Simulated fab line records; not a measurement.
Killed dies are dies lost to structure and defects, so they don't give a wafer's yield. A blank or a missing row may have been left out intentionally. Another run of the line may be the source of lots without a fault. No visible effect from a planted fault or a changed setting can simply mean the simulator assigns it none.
A sampling plan put to the test | flow nandHarc | each of the 39 faults these records tell of, on one fab line, judged from the records of the lots it struck
The line's own looks make up the plan; these are the steps of the route where a gauge or inspection reads the wafer and leaves it unchanged. A look can be judged if struck wafers have a number there and the file gives its usual mean and standard deviation on fault-free wafers. Caught: at a look after the fault's first step, the mean of the struck wafers lies 4 or more of those standard deviations (sigma) from the usual mean. On the tool: here the same test is run on the tool's own readings at the fault's steps. A different recipe on the struck wafers counts as caught too, as does a record blank only for those wafers.

== THE FAULTS, as the simulator had put them in ==
1. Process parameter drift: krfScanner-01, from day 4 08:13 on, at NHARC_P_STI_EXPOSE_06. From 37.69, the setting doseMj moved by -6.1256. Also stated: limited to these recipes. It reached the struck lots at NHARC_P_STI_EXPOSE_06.
2. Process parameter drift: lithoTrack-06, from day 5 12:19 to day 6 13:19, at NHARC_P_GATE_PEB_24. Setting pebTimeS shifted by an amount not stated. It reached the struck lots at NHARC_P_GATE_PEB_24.
3. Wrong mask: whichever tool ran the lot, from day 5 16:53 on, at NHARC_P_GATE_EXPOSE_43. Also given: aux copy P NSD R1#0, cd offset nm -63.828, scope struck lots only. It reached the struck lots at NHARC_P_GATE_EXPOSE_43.
4. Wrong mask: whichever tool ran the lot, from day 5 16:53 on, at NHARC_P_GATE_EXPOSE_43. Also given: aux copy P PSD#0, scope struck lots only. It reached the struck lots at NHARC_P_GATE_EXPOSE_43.
5. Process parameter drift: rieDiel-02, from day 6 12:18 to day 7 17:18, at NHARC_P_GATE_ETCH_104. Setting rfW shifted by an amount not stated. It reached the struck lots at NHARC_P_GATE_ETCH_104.
6. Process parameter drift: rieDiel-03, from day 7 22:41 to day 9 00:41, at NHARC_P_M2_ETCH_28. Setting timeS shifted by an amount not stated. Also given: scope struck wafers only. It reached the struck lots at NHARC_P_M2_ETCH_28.
7. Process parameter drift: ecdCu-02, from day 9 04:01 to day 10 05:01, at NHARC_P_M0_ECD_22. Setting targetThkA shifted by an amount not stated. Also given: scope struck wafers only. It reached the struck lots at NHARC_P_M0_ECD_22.
8. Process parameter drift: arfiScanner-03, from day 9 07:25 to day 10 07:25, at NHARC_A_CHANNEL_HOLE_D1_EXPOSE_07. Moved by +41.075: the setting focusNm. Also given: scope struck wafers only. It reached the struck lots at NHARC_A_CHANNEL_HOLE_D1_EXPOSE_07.
9. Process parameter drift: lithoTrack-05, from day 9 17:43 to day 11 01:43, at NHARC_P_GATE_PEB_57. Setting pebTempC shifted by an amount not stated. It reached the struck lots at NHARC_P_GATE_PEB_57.
10. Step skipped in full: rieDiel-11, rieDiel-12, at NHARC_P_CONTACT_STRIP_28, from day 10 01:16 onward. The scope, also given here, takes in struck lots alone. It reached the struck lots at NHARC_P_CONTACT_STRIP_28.
11. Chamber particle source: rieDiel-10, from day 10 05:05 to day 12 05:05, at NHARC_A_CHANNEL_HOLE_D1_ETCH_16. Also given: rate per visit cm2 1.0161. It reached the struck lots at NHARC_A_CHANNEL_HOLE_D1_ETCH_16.
12. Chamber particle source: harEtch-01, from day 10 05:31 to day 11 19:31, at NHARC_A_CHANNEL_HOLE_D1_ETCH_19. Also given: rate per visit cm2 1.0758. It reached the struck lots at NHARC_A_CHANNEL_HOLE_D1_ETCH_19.
13. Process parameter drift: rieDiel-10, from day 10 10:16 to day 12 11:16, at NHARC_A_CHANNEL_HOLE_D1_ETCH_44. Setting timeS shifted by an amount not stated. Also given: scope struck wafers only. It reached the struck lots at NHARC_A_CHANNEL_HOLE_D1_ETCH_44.
14. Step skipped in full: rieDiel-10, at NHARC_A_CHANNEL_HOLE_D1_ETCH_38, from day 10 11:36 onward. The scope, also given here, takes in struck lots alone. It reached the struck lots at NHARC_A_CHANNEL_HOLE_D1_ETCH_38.
15. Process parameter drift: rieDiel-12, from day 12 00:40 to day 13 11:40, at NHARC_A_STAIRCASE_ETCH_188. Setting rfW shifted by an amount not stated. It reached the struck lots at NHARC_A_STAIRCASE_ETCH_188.
16. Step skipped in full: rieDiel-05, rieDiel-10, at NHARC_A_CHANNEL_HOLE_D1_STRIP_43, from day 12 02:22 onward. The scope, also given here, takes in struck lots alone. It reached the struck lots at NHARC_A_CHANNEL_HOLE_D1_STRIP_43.
17. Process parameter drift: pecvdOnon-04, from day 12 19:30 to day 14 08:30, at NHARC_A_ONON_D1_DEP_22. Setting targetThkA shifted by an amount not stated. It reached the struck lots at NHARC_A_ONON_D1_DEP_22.
18. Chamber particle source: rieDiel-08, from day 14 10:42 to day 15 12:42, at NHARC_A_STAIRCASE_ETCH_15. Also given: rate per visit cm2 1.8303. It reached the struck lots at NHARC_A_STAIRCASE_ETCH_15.
19. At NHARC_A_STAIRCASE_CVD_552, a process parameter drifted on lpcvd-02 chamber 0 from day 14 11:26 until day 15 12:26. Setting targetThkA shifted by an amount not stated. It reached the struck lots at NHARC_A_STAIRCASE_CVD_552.
20. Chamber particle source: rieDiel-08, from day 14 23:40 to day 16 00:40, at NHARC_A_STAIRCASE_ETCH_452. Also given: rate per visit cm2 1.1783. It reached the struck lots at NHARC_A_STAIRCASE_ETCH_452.
21. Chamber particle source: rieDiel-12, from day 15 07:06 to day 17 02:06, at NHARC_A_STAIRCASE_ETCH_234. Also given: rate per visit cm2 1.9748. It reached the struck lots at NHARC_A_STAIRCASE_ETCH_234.
22. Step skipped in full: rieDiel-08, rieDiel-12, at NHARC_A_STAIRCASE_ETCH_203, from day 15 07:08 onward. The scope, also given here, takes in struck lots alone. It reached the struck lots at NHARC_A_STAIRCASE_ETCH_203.
23. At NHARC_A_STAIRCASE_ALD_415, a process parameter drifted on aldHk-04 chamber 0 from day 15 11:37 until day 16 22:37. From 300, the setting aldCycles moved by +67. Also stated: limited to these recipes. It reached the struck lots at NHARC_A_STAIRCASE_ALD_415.
24. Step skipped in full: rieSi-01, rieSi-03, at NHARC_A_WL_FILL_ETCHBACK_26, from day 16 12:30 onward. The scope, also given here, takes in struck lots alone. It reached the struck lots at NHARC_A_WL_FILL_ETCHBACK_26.
25. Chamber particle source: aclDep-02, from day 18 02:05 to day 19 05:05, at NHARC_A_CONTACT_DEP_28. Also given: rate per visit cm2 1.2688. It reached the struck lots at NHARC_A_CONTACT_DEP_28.
26. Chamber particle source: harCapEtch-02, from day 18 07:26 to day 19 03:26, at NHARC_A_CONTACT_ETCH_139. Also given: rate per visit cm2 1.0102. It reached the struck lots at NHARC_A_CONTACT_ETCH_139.
27. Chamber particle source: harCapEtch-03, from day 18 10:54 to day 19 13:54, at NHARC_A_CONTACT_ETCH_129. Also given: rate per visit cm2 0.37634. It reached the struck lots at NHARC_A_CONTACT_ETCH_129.
28. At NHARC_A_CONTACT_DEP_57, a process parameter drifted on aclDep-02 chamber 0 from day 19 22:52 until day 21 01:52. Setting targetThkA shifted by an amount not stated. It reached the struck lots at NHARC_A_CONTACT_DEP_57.
29. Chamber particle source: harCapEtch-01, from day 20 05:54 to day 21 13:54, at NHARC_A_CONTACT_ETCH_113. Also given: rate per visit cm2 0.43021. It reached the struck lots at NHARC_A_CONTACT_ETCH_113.
30. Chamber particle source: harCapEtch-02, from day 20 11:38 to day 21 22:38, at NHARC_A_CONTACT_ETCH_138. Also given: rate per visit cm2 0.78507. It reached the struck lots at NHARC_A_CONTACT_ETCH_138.
31. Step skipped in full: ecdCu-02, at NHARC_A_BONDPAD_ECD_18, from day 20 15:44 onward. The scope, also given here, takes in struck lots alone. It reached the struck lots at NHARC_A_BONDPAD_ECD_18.
32. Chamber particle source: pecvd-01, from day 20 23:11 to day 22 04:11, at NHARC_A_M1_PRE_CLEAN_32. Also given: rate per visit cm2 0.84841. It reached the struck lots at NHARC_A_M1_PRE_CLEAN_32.
33. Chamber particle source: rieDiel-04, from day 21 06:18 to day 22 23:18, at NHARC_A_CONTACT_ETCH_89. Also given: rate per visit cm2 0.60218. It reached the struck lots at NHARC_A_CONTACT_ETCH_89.
34. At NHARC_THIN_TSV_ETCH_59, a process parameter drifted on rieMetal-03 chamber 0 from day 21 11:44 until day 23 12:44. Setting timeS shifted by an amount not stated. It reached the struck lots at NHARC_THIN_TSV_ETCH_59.
35. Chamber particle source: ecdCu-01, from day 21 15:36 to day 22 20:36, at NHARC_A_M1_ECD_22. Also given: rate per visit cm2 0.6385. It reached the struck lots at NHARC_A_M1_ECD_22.
36. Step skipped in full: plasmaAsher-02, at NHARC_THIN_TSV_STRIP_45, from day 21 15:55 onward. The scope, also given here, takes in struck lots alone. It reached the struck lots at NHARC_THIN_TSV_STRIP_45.
37. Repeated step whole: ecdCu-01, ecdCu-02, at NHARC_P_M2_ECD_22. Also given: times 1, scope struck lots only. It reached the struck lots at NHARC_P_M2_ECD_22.
38. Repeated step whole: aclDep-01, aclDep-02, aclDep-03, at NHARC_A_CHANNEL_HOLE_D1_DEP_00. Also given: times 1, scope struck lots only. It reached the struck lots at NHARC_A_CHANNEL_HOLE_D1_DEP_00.
39. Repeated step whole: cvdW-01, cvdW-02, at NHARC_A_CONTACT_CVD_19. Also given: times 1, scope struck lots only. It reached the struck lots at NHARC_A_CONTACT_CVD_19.

== WHAT THE PLAN SAW ==
fault | on the tool itself                               | first look that catches it                   | reading, sigma                  | median hours from its first step to that look | hours from the fault's start to the first struck lot there | judged looks passed uncaught
1     | exposureDoseMJCm2 -99 or beyond sigma            | NHARC_P_STI_CD_MEAS_09                       | cdNm -17                        | 0.1                                           | 4                                                          | 0
2     | heaterPowerTotalW +99 or beyond sigma            | NHARC_P_GATE_CD_MEAS_26                      | cdNm +42                        | 0.1                                           | 1                                                          | 0
3     | under 2 sigma                                    | NHARC_P_GATE_CD_MEAS_46                      | cdNm -34                        | 0.2                                           | 7                                                          | 0
4     | no reading that can be judged                    | NHARC_END_SORT_01                            | killedAtPeriphery +99 or beyond | 327.8                                         | 331                                                        | 0
5     | rfFwdPowerW -69 sigma                            | not the one look that can be judged after it | -                               | -                                             | -                                                          | 1
6     | runLengthS -68 sigma                             | NHARC_END_SORT_01                            | killedAtPeriphery +99 or beyond | 325.3                                         | 329                                                        | 0
7     | no reading that can be judged                    | no look after it can be judged               | -                               | -                                             | -                                                          | 0
8     | no reading that can be judged                    | NHARC_END_SORT_01                            | killedAtOther +4.4              | 271.5                                         | 274                                                        | 3
9     | heaterPowerTotalW -99 or beyond sigma            | NHARC_P_GATE_CD_MEAS_59                      | cdNm -35                        | 0.1                                           | 3                                                          | 0
10    | the tool's record is blank for the struck wafers | NHARC_END_SORT_01                            | killedAtPeriphery +99 or beyond | 332.4                                         | 331                                                        | 0
11    | under 2 sigma                                    | NHARC_A_CHANNEL_HOLE_D1_INSPECT_40           | rawDefectCount +41              | 6.8                                           | 15                                                         | 0
12    | under 2 sigma                                    | NHARC_A_CHANNEL_HOLE_D1_INSPECT_40           | rawDefectCount +44              | 5.9                                           | 13                                                         | 0
13    | runLengthS -27 sigma                             | NHARC_END_SORT_01                            | killedAtArray +71               | 253.0                                         | 267                                                        | 0
14    | the tool's record is blank for the struck wafers | NHARC_END_SORT_01                            | killedAtArray +75               | 260.4                                         | 266                                                        | 0
15    | rfFwdPowerW +80 sigma                            | NHARC_END_SORT_01                            | killedAtArray +75               | 204.6                                         | 210                                                        | 0
16    | no reading that can be judged                    | NHARC_END_SORT_01                            | killedAtArray +74               | 255.9                                         | 242                                                        | 0
17    | under 2 sigma                                    | NHARC_A_ONON_D1_THK_MEAS_24                  | thkNm +86                       | 0.4                                           | 12                                                         | 0
18    | under 2 sigma                                    | NHARC_END_SORT_01                            | killedAtArray +10               | 200.4                                         | 207                                                        | 0
19    | no reading that can be judged                    | NHARC_END_SORT_01                            | killedAtArray +59               | 176.2                                         | 177                                                        | 0
20    | under 2 sigma                                    | NHARC_END_SORT_01                            | killedAtArray +10               | 182.0                                         | 173                                                        | 2
21    | under 2 sigma                                    | NHARC_END_SORT_01                            | killedAtArray +10               | 209.3                                         | 206                                                        | 1
22    | the tool's record is blank for the struck wafers | NHARC_END_SORT_01                            | killedAtArray +74               | 199.2                                         | 198                                                        | 0
23    | under 2 sigma                                    | NHARC_END_SORT_01                            | killedAtArray +71               | 163.9                                         | 164                                                        | 0
24    | the tool's record is blank for the struck wafers | NHARC_END_SORT_01                            | killedAtArray +74               | 90.2                                          | 87                                                         | 0
25    | under 2 sigma                                    | NHARC_A_CONTACT_INSPECT_44                   | rawDefectCount +81              | 2.7                                           | 7                                                          | 0
26    | no reading that can be judged                    | NHARC_END_SORT_01                            | killedDies +8.3                 | 61.8                                          | 71                                                         | 0
27    | no reading that can be judged                    | NHARC_END_SORT_01                            | killedAtArray +7.2              | 64.1                                          | 67                                                         | 0
28    | under 2 sigma                                    | NHARC_END_SORT_01                            | killedAtArray +74               | 69.7                                          | 75                                                         | 0
29    | no reading that can be judged                    | NHARC_END_SORT_01                            | killedAtArray +5.0              | 74.9                                          | 79                                                         | 2
30    | no reading that can be judged                    | NHARC_END_SORT_01                            | killedDies +7.9                 | 58.1                                          | 62                                                         | 0
31    | the tool's record is blank for the struck wafers | NHARC_A_BONDPAD_THK_MEAS_20                  | thkNm -93                       | 1.0                                           | 8                                                          | 0
32    | under 2 sigma                                    | NHARC_END_SORT_01                            | sort_bin_3_pct +12              | 35.3                                          | 51                                                         | 1
33    | under 2 sigma                                    | NHARC_END_SORT_01                            | killedAtArray +6.4              | 60.5                                          | 69                                                         | 1
34    | runLengthS -99 or beyond sigma                   | NHARC_END_SORT_01                            | killedAtOther +99 or beyond     | 11.8                                          | 19                                                         | 0
35    | no reading that can be judged                    | NHARC_END_SORT_01                            | killedAtArray +34               | 38.4                                          | 34                                                         | 1
36    | the tool's record is blank for the struck wafers | NHARC_END_SORT_01                            | killedAtOther +99 or beyond     | 17.8                                          | 19                                                         | 0
37    | no reading that can be judged                    | not the one look that can be judged after it | -                               | -                                             | -                                                          | 1
38    | under 2 sigma                                    | NHARC_END_SORT_01                            | killedAtArray +75               | 269.7                                         | -                                                          | 0
39    | under 2 sigma                                    | not the one look that can be judged after it | -                               | -                                             | -                                                          | 1
A dash: the fault isn't caught, or these records don't give the number.

Caught at a look: 35 of 39. Caught on the tool: 14 of 39. By one or the other: 36 of 39.
Caught on the tool alone: fault 5.
Caught at a look alone: faults 3, 4, 8, 11, 12, 16, 17, 18, 19, 20, 21, 23, 25, 26, 27, 28, 29, 30, 32, 33, 35, 38.
Caught by neither: faults 7, 37, 39.

== THINNER SAMPLING ==
If the look that catches a fault measured only every second or every third lot, by lot number, the first struck lot would be measured this late in the worst case:
fault | struck lots at that look, in order of time | every lot | every second lot | every third lot
1     | L646, L649                                 | 4 h       | 21 h             | may miss all 2
2     | L105, L107, L110                           | 1 h       | 24 h             | may miss all 3
3     | L994                                       | 7 h       | may miss it      | may miss it
4     | L816                                       | 331 h     | may miss it      | may miss it
6     | L409, L406, L410                           | 329 h     | 329 h            | may miss all 3
8     | L341                                       | 274 h     | may miss it      | may miss it
9     | L167, L166                                 | 3 h       | 4 h              | may miss all 2
10    | L106, L105                                 | 331 h     | 338 h            | may miss all 2
11    | L424, L426                                 | 15 h      | may miss all 2   | may miss all 2
12    | L147, L148                                 | 13 h      | 43 h             | may miss all 2
13    | L800, L802                                 | 267 h     | may miss all 2   | may miss all 2
14    | L604, L606                                 | 266 h     | may miss all 2   | may miss all 2
15    | L684, L689                                 | 210 h     | 229 h            | may miss all 2
16    | L579, L580, L583                           | 242 h     | 264 h            | may miss all 3
17    | L532, L534                                 | 12 h      | may miss all 2   | may miss all 2
18    | L196, L198                                 | 207 h     | may miss all 2   | may miss all 2
19    | L769                                       | 177 h     | may miss it      | may miss it
20    | L798, L796                                 | 173 h     | may miss all 2   | may miss all 2
21    | L579, L581, L584                           | 206 h     | 239 h            | may miss all 3
22    | L588, L590, L587                           | 198 h     | 206 h            | may miss all 3
23    | L394                                       | 164 h     | may miss it      | may miss it
24    | L956, L954                                 | 87 h      | may miss all 2   | may miss all 2
25    | L735, L734                                 | 7 h       | 15 h             | may miss all 2
26    | L420, L423                                 | 71 h      | 85 h             | may miss all 2
27    | L526, L525                                 | 67 h      | 74 h             | may miss all 2
28    | L391, L388                                 | 75 h      | 75 h             | may miss all 2
29    | L661, L663                                 | 79 h      | may miss all 2   | may miss all 2
30    | L829, L830                                 | 62 h      | 82 h             | may miss all 2
31    | L849, L852                                 | 8 h       | 11 h             | may miss all 2
32    | L840, L837                                 | 51 h      | 51 h             | may miss all 2
33    | L879, L881                                 | 69 h      | may miss all 2   | may miss all 2
34    | L922, L924                                 | 19 h      | may miss all 2   | may miss all 2
35    | L528, L529                                 | 34 h      | 54 h             | may miss all 2
36    | L581, L580                                 | 19 h      | 34 h             | may miss all 2
The hour figures run from when the fault began to the first measured lot among those it struck. 4 sigma limit: tested on the pooled struck wafers, so a lone lot may be under it. Other struck lots may not be in these records.

== THE LONGEST TIMED WAY FROM STEP TO LOOK ==
Fault 10: a median of 332.4 hours passes between NHARC_P_CONTACT_STRIP_28 and NHARC_END_SORT_01. No look between them can be judged.
